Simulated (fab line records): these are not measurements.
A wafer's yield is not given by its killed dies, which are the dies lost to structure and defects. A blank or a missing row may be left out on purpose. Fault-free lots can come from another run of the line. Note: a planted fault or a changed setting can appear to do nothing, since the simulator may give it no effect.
Which tool is to blame? ; flow nandHarc ; 42 wafers from 14 lots sampled at 6 of the route's 1302 steps

== WHAT THE GAUGES READ, wafer by wafer ==
NHARC_A_ONON_D2_THK_MEAS_05: measures by ellipsometry. Usual: thkNm reads 1000 nm (standard deviation 14).
lot;measured;on;thkNm (nm);flag
L716;day 12 07:07;filmMetro-01;1007 1006 1007;
L718;day 12 21:01;filmMetro-01;991 993 992;
L725;day 16 01:39;filmMetro-02;1028 1029 1028;
L724;day 16 01:47;filmMetro-01;988 986 987;
L723;day 16 01:50;filmMetro-02;995 994 994;
L730;day 19 00:04;filmMetro-01;991 992 991;
L732;day 19 00:56;filmMetro-01;998 998 999;
L734;day 19 14:37;filmMetro-01;1020 1022 1022;
L733;day 19 14:41;filmMetro-01;1017 1019 1015;
L735;day 20 19:13;filmMetro-01;1019 1020 1020;
L736;day 21 10:13;filmMetro-01;984 988 987;
L737;day 21 10:14;filmMetro-02;1013 1013 1012;
L738;day 21 23:55;filmMetro-01;995 994 994;
L739;day 21 23:55;filmMetro-02;973 974 974;

NHARC_A_ONON_D2_THK_MEAS_14: measures by ellipsometry. Usual: thkNm reads 999 nm (standard deviation 8.3).
lot;measured;on;thkNm (nm);flag
L716;day 12 08:49;filmMetro-01;1017 1015 1018;
L718;day 12 22:43;filmMetro-01;988 987 989;
L725;day 16 03:22;filmMetro-01;1004 1007 1005;
L724;day 16 03:28;filmMetro-02;998 999 1000;
L723;day 16 03:32;filmMetro-01;998 1000 1001;
L730;day 19 01:46;filmMetro-01;998 996 997;
L732;day 19 02:41;filmMetro-01;1002 1002 1002;
L734;day 19 16:19;filmMetro-01;1002 1004 1001;
L733;day 19 16:23;filmMetro-02;999 1000 1002;
L735;day 20 20:55;filmMetro-01;995 993 994;
L736;day 21 11:55;filmMetro-02;1009 1008 1008;
L737;day 21 11:56;filmMetro-01;993 991 992;
L738;day 22 01:37;filmMetro-02;998 998 998;
L739;day 22 01:37;filmMetro-01;999 1001 1001;

NHARC_A_ONON_D2_THK_MEAS_24: measures by ellipsometry. Usual: thkNm reads 1002 nm (standard deviation 10).
lot;measured;on;thkNm (nm);flag
L716;day 12 19:45;filmMetro-02;1001 1003 1001;
L718;day 13 07:36;filmMetro-01;1006 1006 1005;
L725;day 16 12:31;filmMetro-01;1005 1005 1005;
L724;day 16 12:53;filmMetro-01;1008 1009 1009;
L723;day 16 12:40;filmMetro-02;1002 1004 1001;
L730;day 19 10:55;filmMetro-01;989 989 990;
L732;day 19 10:56;filmMetro-01;1008 1007 1009;
L734;day 20 01:10;filmMetro-02;1000 1000 1000;
L733;day 20 01:10;filmMetro-01;1015 1015 1014;
L735;day 21 05:46;filmMetro-01;1011 1010 1013;
L736;day 21 21:45;filmMetro-02;1009 1010 1009;
L737;day 21 21:45;filmMetro-01;1001 1000 999;
L738;day 22 10:48;filmMetro-02;985 986 987;
L739;day 22 10:48;filmMetro-01;995 996 995;

NHARC_A_ONON_D2_THK_MEAS_27: measures by ellipsometry. Usual: thkNm reads 1000 nm (standard deviation 9.2).
lot;measured;on;thkNm (nm);flag
L716;day 12 20:19;filmMetro-01;1008 1010 1008;
L718;day 13 08:10;filmMetro-02;1008 1009 1010;
L725;day 16 13:05;filmMetro-01;1117 1118 1003;OFF
L724;day 16 13:26;filmMetro-01;1113 996 1112;OFF
L723;day 16 13:14;filmMetro-01;994 995 993;
L730;day 19 11:29;filmMetro-01;995 996 993;
L732;day 19 11:29;filmMetro-01;997 995 996;
L734;day 20 01:43;filmMetro-01;998 997 998;
L733;day 20 01:44;filmMetro-01;992 993 992;
L735;day 21 06:20;filmMetro-01;992 992 991;
L736;day 21 22:19;filmMetro-01;998 996 997;
L737;day 21 22:19;filmMetro-02;1000 1000 1002;
L738;day 22 11:22;filmMetro-01;1001 1003 1002;
L739;day 22 11:22;filmMetro-02;986 985 985;

NHARC_END_SORT_01. Usual: killedAtArray 59, standard deviation 19; killedAtOther 1.0, standard deviation 1.1; killedAtPeriphery 3.8, standard deviation 2.4; killedDies 64, standard deviation 19; killedOpen 3.3, standard deviation 2; killedShort 2.4, standard deviation 1.6.
lot;measured;on;killedAtArray;killedAtOther;killedAtPeriphery;killedDies;killedOpen;killedShort;flag
L730;day 30 23:19;prober-01;57 56 53;3 2 3;4 0 2;64 58 58;10 4 5;3 0 0;
L732;day 31 08:22;prober-01;41 36 41;1 0 0;3 5 6;45 41 47;3 3 7;5 3 1;
L733;day 32 03:04;prober-01;94 101 82;0 1 0;5 3 3;99 105 85;8 8 5;4 2 1;

== WHICH TOOL RAN EACH LOT (tool, then ch and the chambers of the sampled wafers, then the start) ==
lot;NHARC_A_ONON_D2_DEP_25
L716;pecvdOnon-02 ch 0, day 12 19:55
L718;pecvdOnon-02 ch 0, day 13 07:40
L725;pecvdOnon-04 ch 0, day 16 12:35
L724;pecvdOnon-04 ch 0, day 16 12:56
L723;pecvdOnon-01 ch 0, day 16 12:47
L730;pecvdOnon-02 ch 0, day 19 11:02
L732;pecvdOnon-01 ch 0, day 19 10:59
L734;pecvdOnon-02 ch 0, day 20 01:13
L733;pecvdOnon-04 ch 0, day 20 01:20
L735;pecvdOnon-01 ch 0, day 21 06:00
L736;pecvdOnon-02 ch 0, day 21 21:52
L737;pecvdOnon-01 ch 0, day 21 21:49
L738;pecvdOnon-02 ch 0, day 22 10:52
L739;pecvdOnon-01 ch 0, day 22 10:52
- NHARC_A_ONON_D2_DEP_25: target thk 1000 nm.

== AS READ BY THE TOOLS THEMSELVES (means over the sampled wafers that have a number; for cases with no such wafer, the mark the record gives instead) ==
NHARC_A_ONON_D2_DEP_25. Usual: sih4FlowSccm reads 210.1 sccm (standard deviation 0.58).
lot;tool;sih4FlowSccm (sccm);flag
L716;pecvdOnon-02;209.5;
L718;pecvdOnon-02;210.9;
L725;pecvdOnon-04;210.0;
L724;pecvdOnon-04;209.2;
L723;pecvdOnon-01;210.3;
L730;pecvdOnon-02;210.1;
L732;pecvdOnon-01;210.2;
L734;pecvdOnon-02;210.3;
L733;pecvdOnon-04;210.7;
L735;pecvdOnon-01;210.5;
L736;pecvdOnon-02;210.4;
L737;pecvdOnon-01;210.3;
L738;pecvdOnon-02;209.4;
L739;pecvdOnon-01;209.2;

== THE ANSWER, worked out from the rows above alone ==
Rule: take the mean of a lot's wafers that have a number; if it is more than 3 standard deviations from the usual mean, the lot is off. Also off: a lot with no number at a reading for which 4 or more lots have one. The other lots that the step has rows for count as sound. After the gauges, taken in route order, come the tools' own readings; for these a lot's mean is taken, as printed above. The first step at which some lot is off is used, and at that step the reading that is off furthest; a lot without a number counts as furthest.
Off: L725, L724, at NHARC_A_ONON_D2_THK_MEAS_27 (thkNm).
A tool fits if, at a process step before that reading, it ran every lot that is off, and no sound lot after the first of them. Gauges at NHARC_A_ONON_D2_THK_MEAS_27: tried the same way as those tools. None of those tried fits.

== WHAT THE SIMULATOR HAD INSERTED ==
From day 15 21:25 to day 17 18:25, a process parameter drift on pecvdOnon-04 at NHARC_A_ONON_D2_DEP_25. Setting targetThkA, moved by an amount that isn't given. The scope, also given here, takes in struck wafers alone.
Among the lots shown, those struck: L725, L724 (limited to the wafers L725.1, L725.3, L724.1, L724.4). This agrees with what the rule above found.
